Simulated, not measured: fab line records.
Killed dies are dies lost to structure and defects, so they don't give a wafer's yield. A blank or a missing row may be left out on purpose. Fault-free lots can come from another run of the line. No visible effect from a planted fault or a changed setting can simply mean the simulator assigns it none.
Code-filled problem report in 8D (eight disciplines) form + flow nand harc + the parts of the form that need people (team, actions taken, sign-off) are left out

1. WHAT WENT WRONG
At NHARC_THIN_TSV_ETCH_59, run length s averages 145.89 s over 2 wafers from 2 lots, while fault-free wafers read 159.52 s, standard deviation 0.29. That puts it -47 standard deviations away from the usual mean.
The step: etches the open film in Cl2/BCl3, target depth 880 nm, time 138.1 s.
The first sign was on wafer L983.6 at day 20 11:14, on rie metal-02. The record has a number at this step for 41 wafers belonging to 14 lots. The rule behind "out" and "out of limits": a value lying over 4 standard deviations away from the usual mean. Any other wafer with a number is counted as sound.

2. WHAT IT IS, AND WHAT IT ISN'T
| question                    | is                | is not                                                                                                               |
|-----------------------------|-------------------|----------------------------------------------------------------------------------------------------------------------|
| which readings at this step | run length s      | drypump motor current A, he backside leak sccm, mfc cl2 sccm, throttle valve pct                                     |
| which lots                  | L983, L987        | L100, L102, L979, L980, L981, L982, L992, L993, L994, L995, L996, L999                                               |
| which wafers of those lots  | L983.6, L987.4    | L983.1, L983.5, L987.1                                                                                               |
| read on which tools         | rie metal-02      | rie metal-01, rie metal-03                                                                                           |
| when                        | from day 20 11:14 | up to then (14 sound wafers); but 25 sound wafers of L100, L102, L987, L992, L993, L994, L995, L996, L999 came after |

3. WHAT RULES OUT EACH SUSPECT
Counting: if a tool at a process step up to the reading ran every lot that is out, it stays a suspect. Sound lots after the first of them don't rule it out here, since some wafers of a struck lot are sound.
- rie metal-02 at NHARC_THIN_TSV_ETCH_59 (etches the open film in Cl2/BCl3, target depth 880 nm, time 138.1 s): kept. Every lot that is out went through it, the first being L983 (day 20 11:14); the last sound lot it ran before that was L982 (day 19 22:43). On those wafers its own readings are out: run length s.
After counting, what remains is rie metal-02 at NHARC_THIN_TSV_ETCH_59.

4. THE CAUSE (what the simulator had put in)
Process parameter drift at NHARC_THIN_TSV_ETCH_59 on rie metal-02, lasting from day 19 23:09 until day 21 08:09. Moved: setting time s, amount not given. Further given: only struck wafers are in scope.
After counting, this tool was the only one left.

5. THE CHAIN OF EFFECTS, in route order
Rows list readings where the struck wafers' mean (over those with a number) sits beyond 3 standard deviations from the usual. Readings are gone through only where the record gives a usual standard deviation; hours: the median, over the lots, of the time from a lot's start at the first step in this table giving one to that lot's start at this step; sigmas: the change measured in usual standard deviations.
| hours | step                   | reading      | usual    | on struck wafers | change | sigmas |
|-------|------------------------|--------------|----------|------------------|--------|--------|
| 0     | NHARC_THIN_TSV_ETCH_59 | run length s | 159.52 s | 145.89           | -13.63 | -47    |
Its process steps:
- NHARC_THIN_TSV_ETCH_59: etches the open film in Cl2/BCl3, target depth 880 nm, time 138.1 s.
At these later measuring or inspecting steps, every struck wafer for which the step has a row has a number for every such reading, and none has moved that far: NHARC_THIN_TSV_CD_MEAS_37.

6. HOW IT WOULD HAVE BEEN CAUGHT EARLIER
First out-of-limits reading in this record: day 20 11:14, which is 12 hours after fault onset at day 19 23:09.
